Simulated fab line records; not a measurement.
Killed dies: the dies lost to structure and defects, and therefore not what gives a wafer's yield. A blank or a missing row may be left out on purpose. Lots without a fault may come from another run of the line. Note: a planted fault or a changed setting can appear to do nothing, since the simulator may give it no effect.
fab line records	flow nand-harc
[record] lots = 11	wafers = 33	last-day = 33
route steps=1302 shown A_CHANNEL_HOLE_D1@472
lots untouched by any fault: they come from a run of this same line in which no faults occurred
start-h: hours from the record's opening day to when the first of the lot's shown wafers began	wait-h: hours elapsed since this lot's preceding step	" identical to the entry in the row above	L1.1+2: one row covering several wafers at once	- either no value or no given start	* or withheld: withheld	< > ~ a bound
route shown NAME@n: NAME is a module with steps in the file, n the number in the route of the first one	usual: mean/standard deviation of fault-free wafers	same: alike in all rows	chamber/n: place in a boat	sites: the reading at each site	_std_site: how widely they spread, as a standard deviation	_edge_site: the outer-site mean with the inner-site mean subtracted	radius-mm: how far each site lies from the wafer's centre	mask NAME#n: copy n	behind: the most recent tool/chamber to have shaped the wafer	hold: why the lot went on hold/how many hours it stayed there/how the hold came to an end	device: whichever transistor did not switch (one of n, p or np)	end of line: the tests these same wafers got at the end of their route	for a step that has no rows: nothing shown but its recipe	killed: count of dies lost to structure and defects at first sort (not the wafer's yield)	map: dies across one wafer; x = killed, . = not, _ = none there
set.NAME: setting as actually run; set.NAME@STEP: the setting as run at that earlier step	model.NAME: the simulator's own value behind a step, which no gauge read
the route's steps for a sample of lots (tables are steps, rows are wafers)
services: from which hour (start-h, from the record's first day; less than 0 if before it) a tool's chamber was out of use, for how many hours, and why
[[steps]]
[step NHARC_A_CHANNEL_HOLE_D1_ETCH_20]
[recipe] bias-v = 3000	source-w = withheld	pressure-mtorr = 20	time-s = 361.9	ar-flow-sccm = 375	c4f8-flow-sccm = 89.3	o2-flow-sccm = 35.7	temp-c = -20	target-depth-a = 16000	chemistry = C4F8/O2/Ar
[usual] drypump-motor-current-A = 5.4/0.43	showerhead-plenum-p-Torr = 3.70/0.049	throttle-valve-pct = 32.155/0.0081
[same] time-s = 361.9
lot.wafer	tool	chamber	start-h	wait-h	drypump-motor-current-A	rf-hours-counter-h	showerhead-plenum-p-Torr	throttle-valve-pct
L474.3	har-etch-02	0	180.51	0.2	5.5	-	3.77	32.160
L474.6	"	1	"	"	5.2	-	3.77	32.150
L474.5	"	0	"	"	5.5	-	3.77	32.167
L476.2	har-etch-02	1	205.25	0.1	5.2	304	3.76	32.169
L476.5	"	0	"	"	5.5	-	3.76	32.159
L476.6	"	1	"	"	5.2	-	3.76	32.177
L477.2	har-etch-02	0	211.47	0.1	5.5	308	3.76	32.131
L477.3	"	0	"	"	5.5	-	3.76	32.159
L477.5	"	1	"	"	5.2	-	3.76	32.160
L482.1	har-etch-02	1	262.61	0.1	5.2	335	3.74	32.156
L482.2	"	0	"	"	5.5	335	3.74	32.157
L482.4	"	0	"	"	5.5	-	3.74	32.153
L483.1	har-etch-02	0	274.37	0.1	5.5	343	3.74	32.159
L483.2	"	1	"	"	5.2	343	3.74	32.156
L483.3	"	0	"	"	5.4	-	3.74	32.144
L486.2	har-etch-02	0	291.80	0.1	5.5	354	3.73	32.151
L486.1	"	1	"	"	5.2	354	3.73	32.146
L486.5	"	1	"	"	5.2	-	3.73	32.151
L485.2	har-etch-01	1	295.44	0.1	4.7	149	3.70	32.153
L485.3	"	1	"	"	4.7	-	3.70	32.161
L485.6	"	0	"	"	6.0	-	3.63	32.158
L487.1	har-etch-01	0	313.30	0.1	6.1	157	3.63	32.148
L487.3	"	1	"	"	4.7	-	3.69	32.158
L487.6	"	1	"	"	4.7	-	3.69	32.164
L490.2	har-etch-02	0	348.78	0.1	5.5	385	3.72	32.171
L490.6	"	0	"	"	5.5	-	3.72	32.137
L490.5	"	1	"	"	5.2	-	3.72	32.152
L492.1	har-etch-02	1	367.38	0.1	5.2	396	3.71	32.165
L492.2	"	0	"	"	5.5	396	3.71	32.135
L492.4	"	0	"	"	5.5	-	3.71	32.159
L493.1	har-etch-01	1	375.79	0.1	4.7	195	3.67	32.153
L493.4	"	1	"	"	4.8	-	3.67	32.151
L493.6	"	0	"	"	6.0	-	3.61	32.148
[step NHARC_A_CHANNEL_HOLE_D1_ETCH_23]
[recipe] bias-v = 5000	source-w = withheld	pressure-mtorr = 20	time-s = 819	ar-flow-sccm = 375	c4f8-flow-sccm = 89.3	o2-flow-sccm = 35.7	temp-c = -20	target-depth-a = 16000	chemistry = C4F8/O2/Ar
[usual] drypump-motor-current-A = 5.4/0.44	showerhead-plenum-p-Torr = 3.70/0.049	throttle-valve-pct = 32.155/0.0095
[same] time-s = 819
lot.wafer	tool	chamber	start-h	wait-h	drypump-motor-current-A	rf-hours-counter-h	showerhead-plenum-p-Torr	throttle-valve-pct
L474.3	har-etch-02	0	182.03	0.5	5.5	-	3.77	32.161
L474.6	"	1	"	"	5.2	-	3.77	32.156
L474.5	"	0	"	"	5.5	-	3.77	32.155
L476.2	har-etch-02	1	206.63	0.5	5.2	306	3.76	32.151
L476.5	"	0	"	"	5.5	-	3.76	32.148
L476.6	"	1	"	"	5.2	-	3.76	32.162
L477.2	har-etch-02	0	212.80	0.5	5.5	310	3.76	32.149
L477.3	"	0	"	"	5.5	-	3.76	32.166
L477.5	"	1	"	"	5.2	-	3.76	32.167
L482.1	har-etch-02	1	263.92	0.5	5.2	337	3.74	32.157
L482.2	"	0	"	"	5.5	337	3.74	32.148
L482.4	"	0	"	"	5.5	-	3.74	32.163
L483.1	har-etch-02	0	275.69	0.5	5.5	344	3.74	32.167
L483.2	"	1	"	"	5.2	344	3.74	32.162
L483.3	"	0	"	"	5.5	-	3.74	32.157
L486.2	har-etch-02	0	293.14	0.5	5.5	356	3.73	32.165
L486.1	"	1	"	"	5.2	356	3.73	32.154
L486.5	"	1	"	"	5.2	-	3.73	32.166
L485.2	har-etch-01	1	296.83	0.5	4.7	151	3.70	32.159
L485.3	"	1	"	"	4.7	-	3.70	32.166
L485.6	"	0	"	"	6.1	-	3.63	32.142
L487.1	har-etch-01	0	314.61	0.5	6.1	158	3.63	32.166
L487.3	"	1	"	"	4.7	-	3.69	32.168
L487.6	"	1	"	"	4.7	-	3.69	32.153
L490.2	har-etch-02	0	350.10	0.5	5.5	386	3.72	32.156
L490.6	"	0	"	"	5.5	-	3.72	32.166
L490.5	"	1	"	"	5.2	-	3.72	32.132
L492.1	har-etch-02	1	368.70	0.5	5.2	398	3.71	32.176
L492.2	"	0	"	"	5.5	398	3.71	32.157
L492.4	"	0	"	"	5.5	-	3.71	32.145
L493.1	har-etch-01	1	377.10	0.5	4.7	196	3.67	32.148
L493.4	"	1	"	"	4.8	-	3.67	32.152
L493.6	"	0	"	"	6.0	-	3.61	32.139
[step NHARC_A_CHANNEL_HOLE_D1_ETCH_24]
[recipe] bias-v = 5000	source-w = withheld	pressure-mtorr = 20	time-s = 906.2	ar-flow-sccm = 375	c4f8-flow-sccm = 93.8	o2-flow-sccm = 31.2	temp-c = -20	target-depth-a = 15000	chemistry = C4F8/O2/Ar
[usual] drypump-motor-current-A = 5.4/0.43	showerhead-plenum-p-Torr = 3.70/0.049	throttle-valve-pct = 32.235/0.0099
[same] time-s = 906.2
lot.wafer	tool	chamber	start-h	wait-h	drypump-motor-current-A	rf-hours-counter-h	showerhead-plenum-p-Torr	throttle-valve-pct
L474.3	har-etch-02	0	182.75	0.6	5.5	-	3.76	32.224
L474.6	"	1	"	"	5.2	-	3.76	32.237
L474.5	"	0	"	"	5.5	-	3.76	32.225
L476.2	har-etch-02	1	207.34	0.6	5.2	307	3.76	32.220
L476.5	"	0	"	"	5.5	-	3.76	32.247
L476.6	"	1	"	"	5.2	-	3.76	32.249
L477.2	har-etch-02	0	213.48	0.6	5.5	310	3.75	32.230
L477.3	"	0	"	"	5.5	-	3.75	32.247
L477.5	"	1	"	"	5.2	-	3.75	32.241
L482.1	har-etch-02	1	264.62	0.6	5.2	337	3.74	32.231
L482.2	"	0	"	"	5.5	337	3.74	32.239
L482.4	"	0	"	"	5.5	-	3.74	32.233
L483.1	har-etch-02	0	276.38	0.6	5.5	345	3.73	32.243
L483.2	"	1	"	"	5.2	345	3.73	32.235
L483.3	"	0	"	"	5.5	-	3.73	32.233
L486.2	har-etch-02	0	293.85	0.6	5.5	356	3.73	32.225
L486.1	"	1	"	"	5.2	356	3.73	32.234
L486.5	"	1	"	"	5.2	-	3.73	32.230
L485.2	har-etch-01	1	297.53	0.6	4.7	151	3.69	32.231
L485.3	"	1	"	"	4.7	-	3.69	32.220
L485.6	"	0	"	"	6.0	-	3.63	32.218
L487.1	har-etch-01	0	315.31	0.6	6.1	159	3.62	32.212
L487.3	"	1	"	"	4.7	-	3.69	32.222
L487.6	"	1	"	"	4.7	-	3.69	32.232
L490.2	har-etch-02	0	350.78	0.6	5.5	387	3.71	32.234
L490.6	"	0	"	"	5.5	-	3.71	32.227
L490.5	"	1	"	"	5.2	-	3.71	32.248
L492.1	har-etch-02	1	369.40	0.6	5.2	398	3.71	32.223
L492.2	"	0	"	"	5.5	398	3.71	32.229
L492.4	"	0	"	"	5.5	-	3.71	32.228
L493.1	har-etch-01	1	377.79	0.6	4.8	197	3.67	32.243
L493.4	"	1	"	"	4.8	-	3.67	32.227
L493.6	"	0	"	"	6.1	-	3.60	32.237
[step NHARC_A_CHANNEL_HOLE_D1_ETCH_26]
[recipe] bias-v = 300	source-w = 2000	pressure-mtorr = 30	time-s = 224.1	ar-flow-sccm = 375	c4f8-flow-sccm = 11.4	o2-flow-sccm = 113.6	temp-c = -20	target-depth-a = 3000	chemistry = C4F8/O2/Ar
[usual] drypump-motor-current-A = 5.4/0.44	showerhead-plenum-p-Torr = 3.75/0.052	throttle-valve-pct = 24.586/0.0096
[same] time-s = 224.1
lot.wafer	tool	chamber	start-h	wait-h	drypump-motor-current-A	rf-hours-counter-h	showerhead-plenum-p-Torr	throttle-valve-pct
L474.3	har-etch-02	0	184.11	0.4	5.5	-	3.82	24.570
L474.6	"	1	"	"	5.2	-	3.82	24.569
L474.5	"	0	"	"	5.5	-	3.82	24.572
L476.2	har-etch-02	1	208.90	0.6	5.2	308	3.81	24.578
L476.5	"	0	"	"	5.5	-	3.81	24.573
L476.6	"	1	"	"	5.2	-	3.81	24.586
L477.2	har-etch-02	0	215.12	0.7	5.5	312	3.81	24.598
L477.3	"	0	"	"	5.5	-	3.81	24.579
L477.5	"	1	"	"	5.2	-	3.81	24.587
L482.1	har-etch-02	1	266.27	0.7	5.2	339	3.79	24.589
L482.2	"	0	"	"	5.5	339	3.79	24.588
L482.4	"	0	"	"	5.5	-	3.79	24.599
L483.1	har-etch-02	0	278.05	0.7	5.5	347	3.79	24.588
L483.2	"	1	"	"	5.2	347	3.79	24.578
L483.3	"	0	"	"	5.5	-	3.79	24.578
L486.2	har-etch-02	0	295.47	0.7	5.5	358	3.78	24.592
L486.1	"	1	"	"	5.2	358	3.78	24.588
L486.5	"	1	"	"	5.2	-	3.78	24.600
L485.2	har-etch-01	1	299.08	0.6	4.7	153	3.74	24.605
L485.3	"	1	"	"	4.8	-	3.74	24.570
L485.6	"	0	"	"	6.0	-	3.67	24.571
L487.1	har-etch-01	0	316.96	0.7	6.1	161	3.67	24.601
L487.3	"	1	"	"	4.7	-	3.74	24.597
L487.6	"	1	"	"	4.7	-	3.74	24.575
L490.2	har-etch-02	0	352.43	0.7	5.5	388	3.76	24.590
L490.6	"	0	"	"	5.5	-	3.76	24.577
L490.5	"	1	"	"	5.2	-	3.76	24.590
L492.1	har-etch-02	1	371.05	0.7	5.2	400	3.76	24.567
L492.2	"	0	"	"	5.5	400	3.76	24.573
L492.4	"	0	"	"	5.5	-	3.76	24.587
L493.1	har-etch-01	1	379.42	0.7	4.7	199	3.72	24.585
L493.4	"	1	"	"	4.7	-	3.72	24.593
L493.6	"	0	"	"	6.0	-	3.65	24.573
[step NHARC_A_CHANNEL_HOLE_D1_XSEM_31]
[recipe] landing-energy-ev = 35000
[usual] bot-cd-nm = 75.4/1.6	bow-nm = 8.64/0.27	tilt-deg = 0.07/0.038
lot.wafer	tool	chamber	start-h	wait-h	bot-cd-nm	bow-nm	tilt-deg
L474.3	xsem-02	0	185.85	0.1	75.3	8.36	0.06
L474.5	"	0	"	"	76.4	8.36	0.06
L474.6	"	0	"	"	77.3	8.32	0.06
L476.2	xsem-01	0	211.06	0.1	76.0	8.37	0.09
L476.5	"	0	"	"	76.7	8.38	0.09
L476.6	"	0	"	"	75.8	8.34	0.09
L477.2	xsem-02	0	216.96	0.1	73.8	8.80	0.15
L477.3	"	0	"	"	78.1	8.82	0.15
L477.5	"	0	"	"	74.0	8.84	0.15
L482.1	xsem-01	0	268.09	0.1	78.5	8.51	0.10
L482.2	"	0	"	"	75.3	8.54	0.10
L482.4	"	0	"	"	74.6	8.61	0.10
L483.1	xsem-01	0	279.88	0.1	76.4	8.78	0.13
L483.2	"	0	"	"	74.5	8.73	0.13
L483.3	"	0	"	"	75.9	8.77	0.13
L486.1	xsem-02	0	297.30	0.1	74.9	8.12	0.11
L486.2	"	0	"	"	74.5	8.10	0.11
L486.5	"	0	"	"	76.0	8.09	0.11
L485.2	xsem-01	0	301.03	0.1	75.7	8.86	0.12
L485.3	"	0	"	"	75.2	8.92	0.12
L485.6	"	0	"	"	76.8	8.87	0.12
L487.1	xsem-02	0	318.79	0.1	73.8	8.77	0.00
L487.3	"	0	"	"	72.8	8.78	0.00
L487.6	"	0	"	"	73.7	8.72	0.00
L490.2	xsem-02	0	354.27	0.1	78.8	14.42	0.04
L490.5	"	0	"	"	75.8	14.53	0.04
L490.6	"	0	"	"	74.8	14.51	0.04
L492.1	xsem-01	0	372.97	0.1	74.6	13.63	0.09
L492.2	"	0	"	"	74.7	13.78	0.09
L492.4	"	0	"	"	73.9	13.61	0.09
L493.1	xsem-02	0	381.41	0.1	72.7	9.12	0.07
L493.4	"	0	"	"	73.7	9.09	0.07
L493.6	"	0	"	"	75.8	9.09	0.07
[[services]]
tool	chamber	start-h	hours	kind
xsem-01	-	374.00	14.0	pm
har-etch-02	-	377.20	17.0	pm
har-etch-02	0	377.20	17.0	vent-cycle
har-etch-02	1	377.20	17.0	vent-cycle
[[key]]
[first-sign] step = NHARC_A_CHANNEL_HOLE_D1_XSEM_31	reading = bow-nm	direction = up	sigmas = 20	usual = 8.64	struck = 14.08
effect none on later readings
met-at NHARC_A_CHANNEL_HOLE_D1_ETCH_20
struck-lots L490,L492
tester-left-out L490,L492
not-acting-at NHARC_A_CHANNEL_HOLE_D1_ETCH_23,NHARC_A_CHANNEL_HOLE_D1_ETCH_24,NHARC_A_CHANNEL_HOLE_D1_ETCH_26
onset-between 291.80 348.78
[fault] kind = process-parameter-drift	tool = har-etch-02	chamber = -	onset-h = 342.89	steps = NHARC_A_CHANNEL_HOLE_D1_ETCH_20	channel = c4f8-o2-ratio	offset = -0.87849	shape = step	end-h = 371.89	acts-in = these-recipes-only	stated = 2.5
// tester-left-out: of these lots the tester's yield and bins aren't shown, on N5 and GAA mostly nor the transistor test; their killed dies are dies lost to structure and defects alone, not to doping, threshold or leakage, so they don't give the yield
